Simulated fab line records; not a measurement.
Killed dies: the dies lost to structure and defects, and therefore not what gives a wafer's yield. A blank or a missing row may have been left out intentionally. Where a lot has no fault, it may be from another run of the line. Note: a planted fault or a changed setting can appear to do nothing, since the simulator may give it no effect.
Split-lot study    flow n5_finfet    on a route of 1938 steps: 7 lots, 21 wafers read

== SPLIT DETAILS ==
At N5_HKMG_FIN_COAT_43 (resist thk 90 nm), the setting spin_rpm was moved away from the recipe's 1500 rpm on 5 of the 21 wafers read, by -7.9% to -3.4%. This setting was run at the recipe's value on the other wafers.

== FROM THE SPLIT TO THE READING: what the file shows between them, 3 steps ==
- N5_HKMG_FIN_EBR_45
- N5_HKMG_FIN_SOFTBAKE_44: time 60 s
- N5_HKMG_FIN_DESCUM_53: chemistry O2, time 7.9 s

== THE READING ==
CAR-ArF_of_HKMG_FIN_COAT_43.thk_nm (the simulator's own value, which no gauge read), in nm, at N5_HKMG_FIN_ETCH_54 (etches SiARC in CF4, target depth 45.5 nm, time 75.8 s). There is no usual value for it anywhere in the file. The 16 wafers here that ran the recipe average 51.0 nm, standard deviation 0.44 nm.

wafer   tool, chamber at the split  spin_rpm as run, rpm  against the recipe  CAR-ArF_of_HKMG_FIN_COAT_43.thk_nm, nm  against lot-mates on the recipe
L076.1  litho_track-01, 0           1500                  recipe              51.4                                    -
L076.2  litho_track-01, 0           1500                  recipe              51.6                                    -
L076.4  litho_track-01, 0           1500                  recipe              51.6                                    -
L083.1  litho_track-05, 0           1449                  -3.4%               52.8                                    +1.4
L083.3  litho_track-05, 0           1500                  recipe              51.4                                    -
L083.4  litho_track-05, 0           1449                  -3.4%               52.8                                    +1.4
L088.3  litho_track-01, 0           1500                  recipe              50.4                                    -
L088.5  litho_track-01, 0           1500                  recipe              50.4                                    -
L088.6  litho_track-01, 0           1500                  recipe              50                                      -
L089.1  litho_track-05, 0           1500                  recipe              51                                      -
L089.2  litho_track-05, 0           1500                  recipe              50.8                                    -
L089.5  litho_track-05, 0           1500                  recipe              51                                      -
L090.1  litho_track-05, 0           1500                  recipe              51                                      -
L090.3  litho_track-05, 0           1500                  recipe              51                                      -
L090.4  litho_track-05, 0           1500                  recipe              51.4                                    -
L093.1  litho_track-05, 0           1500                  recipe              51                                      -
L093.3  litho_track-05, 0           1383                  -7.8%               54.4                                    +3.2
L093.5  litho_track-05, 0           1500                  recipe              51.4                                    -
L096.1  litho_track-01, 0           1500                  recipe              51.2                                    -
L096.2  litho_track-01, 0           1381                  -7.9%               54.8                                    +3.6
L096.3  litho_track-01, 0           1381                  -7.9%               54.8                                    +3.6

FIT RESULTS
A straight line over all 21 wafers: CAR-ArF_of_HKMG_FIN_COAT_43.thk_nm changes by -0.465 nm for each +1% of spin_rpm; r = -0.96; the points scatter about the line by 0.42 nm.
The same after taking each lot's own level away (the mean of its wafers on the recipe; 21 wafers): -0.437 nm for each +1%; r = -0.99; scatter 0.15 nm.
On that fit, the largest move of spin_rpm shifts the reading by 3.5 nm.
Measured against the standard deviation above, the lots' own levels, which go from 50.27 to 51.53 nm, span 2.9 times it.
Consequently the slope shifts little with the lot-to-lot level, the two slopes agreeing.
Check: +3.41 nm against its lot-mates is what the line predicts for one of the wafers moved furthest among these (-7.9%) when that wafer is left out of the fit. Against them it came out at +3.6 nm.

== THE WHOLE CHAIN: every reading that the file lists as answering this split, in the file's order ==
step                   what it does                                            reading                                                                              change (the file's fit)                r (the file's)
N5_HKMG_FIN_COAT_43    resist thk 90 nm                                        CAR-ArF_of_HKMG_FIN_COAT_43.thk_nm (the simulator's own value, which no gauge read)  -0.424 nm for each +1% of the setting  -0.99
N5_HKMG_FIN_DESCUM_53  chemistry O2, time 7.9 s                                CAR-ArF_of_HKMG_FIN_COAT_43.thk_nm (the simulator's own value, which no gauge read)  -0.439 nm for each +1% of the setting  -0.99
N5_HKMG_FIN_ETCH_54    etches SiARC in CF4, target depth 45.5 nm, time 75.8 s  CAR-ArF_of_HKMG_FIN_COAT_43.thk_nm (the simulator's own value, which no gauge read)  -0.431 nm for each +1% of the setting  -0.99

== THE FILE'S OWN FIT ==
CAR-ArF_of_HKMG_FIN_COAT_43.thk_nm changes by -0.431 nm for each +1% of spin_rpm, r = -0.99.
